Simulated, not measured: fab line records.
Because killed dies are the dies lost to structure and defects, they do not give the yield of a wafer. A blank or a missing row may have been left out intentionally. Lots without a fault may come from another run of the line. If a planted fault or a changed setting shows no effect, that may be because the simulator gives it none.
fab line records	flow n5-finfet
record: lots: 12	wafers: 33	last-day: 18
route steps=1938 shown BEOL_M3@1006 BEOL_M4@1021
lots with no fault: from the same line, run without faults
start-h: start of the lot's first displayed wafer, in hours after the record's first day	wait-h: time in hours since the lot's previous step	" same as the row above	L1.1+2: one row covering several wafers at once	- no value, or no start was given	* or withheld: withheld	< > ~ a bound
route shown NAME@n: NAME is a module with steps in the file, n the number in the route of the first one	usual: mean/standard deviation taken from wafers without a fault	same: alike in all rows	chamber/n: place in a boat	sites: each site's reading	_std_site: standard deviation across them	_edge_site: outer sites' mean less inner sites'	radius-mm: how far each site lies from the wafer's centre	mask NAME#n: copy n	behind: the tool/chamber that last shaped the wafer	hold: cause of the lot's hold/its duration in hours/its outcome	device: the transistor (n, p or np) that didn't switch	end of line: tests run on the same wafers once the route is complete	a step given without rows: its recipe and nothing more	killed: dies that structure and defects cost at the first sort, which is not the same as the wafer's yield	map: a wafer's dies, x killed, . not, _ none there
set.NAME: the run value of the setting; set.NAME@STEP: its run value at that earlier step	model.NAME: the simulator's own value behind a step, which no gauge read
route steps across a sampled set of lots; one table per step, one row per wafer
services: the hour from which a tool's chamber was out of use, counted from the record's first day as start-h (under 0 if before that day), plus the number of hours and why
== steps ==
step: N5_BEOL_M3_SPUTTER_92
recipe: material: Cu	target-thk-a: 45	temp-c: -20	chamber-pressure-pa: 0.07	power-w: withheld	time-s: 8.29
usual: throttle-valve-pct: 30.8/0.88
lot.wafer	tool	chamber	start-h	wait-h	throttle-valve-pct
L207.2	pvd-sputter-03	-	177.06	0.1	31.7
L207.3	"	-	"	"	30.3
L207.5	"	-	"	"	31.3
L206.3	pvd-sputter-01	-	177.61	0.1	29.8
L206.4	"	-	"	"	29.7
L206.5	"	-	"	"	30.4
L212.2	pvd-sputter-02	-	192.20	0.1	30.9
L212.4	"	-	"	"	32.3
L212.5	"	-	"	"	31.6
L213.5	pvd-sputter-01	-	199.93	0.0	29.5
L213.6	"	-	"	"	29.5
L217.1	pvd-sputter-03	-	234.94	0.1	31.7
L217.5	"	-	"	"	30.6
L218.1	pvd-sputter-01	-	240.01	0.1	30.3
L218.4	"	-	"	"	29.7
L218.6	"	-	"	"	29.8
L219.1	pvd-sputter-03	-	244.03	0.1	30.4
L219.2	"	-	"	"	31.4
L219.3	"	-	"	"	30.9
L224.1	pvd-sputter-03	-	266.07	0.1	30.3
L224.4	"	-	"	"	31.9
L224.5	"	-	"	"	31.5
L226.2	pvd-sputter-03	-	295.56	0.1	31.6
L226.3	"	-	"	"	30.8
L226.6	"	-	"	"	30.7
L227.2	pvd-sputter-03	-	297.40	0.1	31.8
L227.4	"	-	"	"	31.4
L227.5	"	-	"	"	30.6
L229.2	pvd-sputter-02	-	304.58	0.1	31.3
L229.3	"	-	"	"	30.9
L229.5	"	-	"	"	31.1
L228.4	pvd-sputter-02	-	307.48	0.1	30.7
L228.6	"	-	"	"	32.7
step: N5_BEOL_M3_SPUTTER_96
recipe: material: Cu	target-thk-a: 45	temp-c: -20	chamber-pressure-pa: 0.07	power-w: withheld	time-s: 8.29
usual: throttle-valve-pct: 30.8/0.87
lot.wafer	tool	chamber	start-h	wait-h	throttle-valve-pct
L207.2	pvd-sputter-03	-	177.50	0.1	31.7
L207.3	"	-	"	"	30.3
L207.5	"	-	"	"	31.3
L206.3	pvd-sputter-01	-	178.05	0.1	29.8
L206.4	"	-	"	"	29.7
L206.5	"	-	"	"	30.3
L212.2	pvd-sputter-02	-	192.64	0.1	30.8
L212.4	"	-	"	"	32.4
L212.5	"	-	"	"	31.4
L213.5	pvd-sputter-01	-	200.37	0.0	29.5
L213.6	"	-	"	"	29.6
L217.1	pvd-sputter-03	-	235.38	0.1	31.6
L217.5	"	-	"	"	30.4
L218.1	pvd-sputter-01	-	240.45	0.1	30.5
L218.4	"	-	"	"	29.7
L218.6	"	-	"	"	29.7
L219.1	pvd-sputter-03	-	244.47	0.1	30.4
L219.2	"	-	"	"	31.5
L219.3	"	-	"	"	30.7
L224.1	pvd-sputter-03	-	266.51	0.1	30.7
L224.4	"	-	"	"	31.9
L224.5	"	-	"	"	31.5
L226.2	pvd-sputter-03	-	296.00	0.1	31.3
L226.3	"	-	"	"	30.6
L226.6	"	-	"	"	30.7
L227.2	pvd-sputter-03	-	297.84	0.1	32.0
L227.4	"	-	"	"	31.7
L227.5	"	-	"	"	30.9
L229.2	pvd-sputter-02	-	305.02	0.1	31.5
L229.3	"	-	"	"	30.5
L229.5	"	-	"	"	31.3
L228.4	pvd-sputter-02	-	307.92	0.1	30.5
L228.6	"	-	"	"	32.7
step: N5_BEOL_M3_PRE_CLEAN_60
recipe: gas: NH3/H2	time-s: 15	temp-c: *	rf-power-w: 300
usual: heater-power-w: 82/21
lot.wafer	tool	chamber	start-h	wait-h	heater-power-w	since-wet-clean-h
L207.2	cvd-co-02	1	178.33	0.0	113	1157
L207.3	"	2	"	"	48	260
L207.5	"	2	"	"	48	-
L206.3	cvd-co-01	1	178.87	0.0	87	42
L206.4	"	1	"	"	84	-
L206.5	"	0	"	"	83	-
L212.2	cvd-co-02	0	193.97	0.0	72	735
L212.4	"	1	"	"	111	-
L212.5	"	0	"	"	71	-
L213.5	cvd-co-02	1	201.18	0.1	112	-
L213.6	"	2	"	"	49	-
L217.1	cvd-co-02	0	236.22	0.0	71	778
L217.5	"	1	"	"	112	-
L218.1	cvd-co-02	1	241.29	0.0	111	1220
L218.4	"	2	"	"	49	-
L218.6	"	0	"	"	70	-
L219.1	cvd-co-01	2	245.33	0.0	94	546
L219.2	"	0	"	"	83	1005
L219.3	"	1	"	"	85	109
L224.1	cvd-co-02	0	267.35	0.0	71	809
L224.4	"	0	"	"	69	-
L224.5	"	1	"	"	110	-
L226.2	cvd-co-02	1	297.04	0.0	112	1276
L226.3	"	2	"	"	50	379
L226.6	"	0	"	"	71	-
L227.2	cvd-co-01	0	298.69	0.1	82	1059
L227.4	"	2	"	"	93	-
L227.5	"	1	"	"	87	-
L229.2	cvd-co-01	0	305.86	0.0	81	1066
L229.3	"	1	"	"	88	169
L229.5	"	0	"	"	82	-
L228.4	cvd-co-02	0	308.76	0.1	72	-
L228.6	"	2	"	"	50	-
step: N5_BEOL_M4_ILD_DEP_00
recipe: material: SiOC	target-thk-a: 790	temp-c: 350	precursor: DEMS/O2	pressure-torr: 5	rf-w: 500	time-s: 15.3
usual: heater-power-w: 472/59	showerhead-plenum-p-Torr: 5.702/0.014	susceptor-temp-C: 350.00/0.24	throttle-valve-pct: 11.7/0.74
lot.wafer	tool	chamber	start-h	wait-h	heater-power-w	showerhead-plenum-p-Torr	since-wet-clean-h	susceptor-temp-C	throttle-valve-pct
L207.2	pecvd-02	0	178.62	0.0	405	5.684	882	349.69	11.7
L207.3	"	2	"	"	398	5.702	128	350.29	10.8
L207.5	"	2	"	"	396	5.693	-	350.11	10.5
L206.3	pecvd-03	1	179.16	0.0	417	5.714	1971	349.86	12.2
L206.4	"	1	"	"	417	5.708	-	349.88	12.4
L206.5	"	2	"	"	476	5.696	-	349.94	11.6
L212.2	pecvd-04	2	194.26	0.0	461	5.697	325	350.26	10.3
L212.4	"	2	"	"	476	5.688	-	350.43	10.4
L212.5	"	0	"	"	534	5.710	-	350.03	12.3
L213.5	pecvd-02	1	201.46	0.1	378	5.703	-	350.00	12.3
L213.6	"	0	"	"	401	5.695	-	350.31	12.1
L217.1	pecvd-04	0	236.50	0.0	525	5.701	1122	350.03	12.4
L217.5	"	1	"	"	536	5.714	-	350.17	11.9
L218.1	pecvd-04	2	241.58	0.0	407	5.689	373	345.82	10.6
L218.4	"	1	"	"	528	5.709	-	345.59	11.6
L218.6	"	2	"	"	409	5.708	-	346.18	10.4
L219.1	pecvd-04	1	245.62	0.0	493	5.719	1856	345.67	11.8
L219.2	"	0	"	"	580	5.704	1131	345.65	12.4
L219.3	"	2	"	"	459	5.690	377	345.57	10.7
L224.1	pecvd-02	1	267.63	0.0	391	5.713	1697	349.86	12.3
L224.4	"	2	"	"	386	5.691	-	349.86	10.4
L224.5	"	1	"	"	403	5.708	-	349.98	12.5
L226.2	pecvd-02	0	297.36	0.0	418	5.680	1001	350.46	11.7
L226.3	"	2	"	"	413	5.687	247	349.78	10.4
L226.6	"	2	"	"	431	5.705	-	350.11	10.8
L227.2	pecvd-03	0	298.97	0.0	393	5.709	1365	350.03	12.3
L227.4	"	2	"	"	572	5.706	-	349.70	11.4
L227.5	"	0	"	"	398	5.709	-	349.95	12.4
L229.2	pecvd-03	1	306.16	0.0	431	5.728	2098	350.11	12.2
L229.3	"	0	"	"	432	5.711	1373	350.00	12.3
L229.5	"	0	"	"	436	5.702	-	349.86	12.1
L228.4	pecvd-03	2	309.04	0.1	489	5.690	-	349.77	11.4
L228.6	"	0	"	"	442	5.724	-	350.08	12.3
step: N5_BEOL_M4_RC_MEAS_101
usual: DIBL_N: 36.0/1.7	DIBL_P: 36.2/2.3	IOFF_N: 0.16/0.03	IOFF_P: 0.21/0.036	ION_N: 679/11	ION_P: 465/7.1	SS_N: 71.4/0.58	SS_P: 73.3/0.75	VT_N: 249/3.1	VT_P: -251/3.5
lot.wafer	tool	chamber	start-h	wait-h	DIBL_N[mV/V]	DIBL_P[mV/V]	IOFF_N[nA/um]	IOFF_P[nA/um]	ION_N[uA/um]	ION_P[uA/um]	SS_N[mV/dec]	SS_P[mV/dec]	VT_N[mV]	VT_P[mV]
L207.2	prober-01	0	189.24	0.2	33.9	33.3	0.14	0.19	673	461	71.0	73.1	248	-250
L207.3	"	0	"	"	32.7	31.5	0.12	0.17	665	459	70.9	72.2	252	-253
L207.5	"	0	"	"	35.4	35.5	0.15	0.21	683	467	70.4	72.8	249	-249
L206.3	prober-02	0	191.02	0.3	35.5	34.9	0.14	0.22	681	465	71.0	73.4	248	-249
L206.4	"	0	"	"	38.1	37.4	0.18	0.26	683	468	71.8	73.6	248	-246
L206.5	"	0	"	"	38.1	38.4	0.19	0.28	691	471	71.3	73.9	245	-247
L212.2	prober-02	0	207.27	0.5	36.0	36.1	0.16	0.22	680	466	71.1	73.6	250	-249
L212.4	"	0	"	"	36.5	37.2	0.17	0.23	685	469	71.6	73.7	247	-246
L212.5	"	0	"	"	37.4	38.2	0.18	0.25	682	469	72.0	74.6	248	-248
L213.5	prober-01	0	214.48	0.6	34.2	34.3	0.13	0.19	670	454	71.1	73.6	251	-250
L213.6	"	0	"	"	36.1	35.9	0.17	0.21	683	465	72.0	73.6	249	-251
L217.1	prober-01	0	250.71	0.0	33.8	34.2	0.14	0.20	687	469	71.0	72.1	248	-251
L217.5	"	0	"	"	33.5	33.8	0.14	0.19	684	473	70.9	73.0	249	-251
L218.1	prober-01	0	251.64	0.2	35.9	35.8	0.15	0.22	681	470	71.1	73.0	249	-252
L218.4	"	0	"	"	36.5	36.3	0.14	0.21	679	469	71.9	73.3	252	-250
L218.6	"	0	"	"	36.0	35.3	0.14	0.21	677	469	71.3	73.0	253	-247
L219.1	prober-02	0	256.87	0.0	35.0	34.6	0.13	0.23	676	477	70.9	72.0	248	-246
L219.2	"	0	"	"	35.4	34.7	0.14	0.22	680	474	70.7	72.6	250	-246
L219.3	"	0	"	"	37.5	37.4	0.17	0.26	680	472	71.7	73.8	249	-244
L224.1	prober-02	0	280.22	0.0	39.7	41.2	0.23	0.28	703	477	72.0	73.9	244	-247
L224.4	"	0	"	"	36.6	37.7	0.15	0.22	672	469	71.9	73.8	249	-250
L224.5	"	0	"	"	36.5	37.4	0.15	0.20	681	469	71.9	72.5	249	-250
L226.2	prober-02	0	306.69	0.2	36.4	37.7	0.16	0.22	681	469	71.8	73.6	249	-251
L226.3	"	0	"	"	37.2	38.2	0.18	0.23	680	464	71.8	74.4	249	-252
L226.6	"	0	"	"	38.1	39.5	0.20	0.25	699	476	71.8	74.7	245	-249
L227.2	prober-01	0	313.77	0.2	37.9	36.6	0.17	0.21	691	463	71.6	73.4	248	-250
L227.4	"	0	"	"	38.5	37.6	0.20	0.24	696	469	71.7	74.8	245	-247
L227.5	"	0	"	"	37.8	37.1	0.19	0.22	703	470	71.1	73.7	245	-249
L229.2	prober-01	0	316.38	0.2	37.0	37.6	0.16	0.22	687	469	71.7	73.4	250	-251
L229.3	"	0	"	"	36.6	37.2	0.17	0.22	683	462	71.3	73.8	247	-252
L229.5	"	0	"	"	38.6	39.7	0.20	0.27	688	470	72.0	74.9	245	-249
L228.4	prober-02	0	321.31	0.5	40.8	43.6	0.28	0.32	701	481	72.3	74.5	241	-247
L228.6	"	0	"	"	36.5	37.9	0.16	0.22	672	462	72.2	72.9	253	-250
== services ==
tool	chamber	start-h	hours	kind
pecvd-03	1	184.01	5.0	scheduled-down
cvd-co-02	-	192.37	1.5	repair
cvd-co-02	-	224.41	0.3	repair
pecvd-02	0	226.37	5.5	scheduled-down
pecvd-02	0	233.12	2.1	scheduled-down
cvd-co-01	2	285.19	1.8	repair
pecvd-04	1	287.77	1.9	repair
pecvd-04	2	296.36	2.1	scheduled-down
cvd-co-01	0	301.66	3.4	repair
== key ==
first-sign: step: N5_BEOL_M4_ILD_DEP_00	reading: susceptor-temp-C	direction: down	sigmas: 18	usual: *	struck: *
effect none on later readings
met-at N5_BEOL_M4_ILD_DEP_00
struck-lots L218,L219
rows-end L218.1,L218.4,L218.6,L219.1,L219.2,L219.3
not-acting-at N5_BEOL_M3_SPUTTER_92,N5_BEOL_M3_SPUTTER_96,N5_BEOL_M3_PRE_CLEAN_60
onset-between 236.50 241.58
fault: kind: process-parameter-drift	tool: pecvd-04	chamber: -	onset-h: 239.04	steps: N5_BEOL_M4_ILD_DEP_00	channel: temp-c	offset: *	shape: step	acts-in: *	stated: *
rows-end: these wafers met a further fault down the route, and their rows from its step on are left out
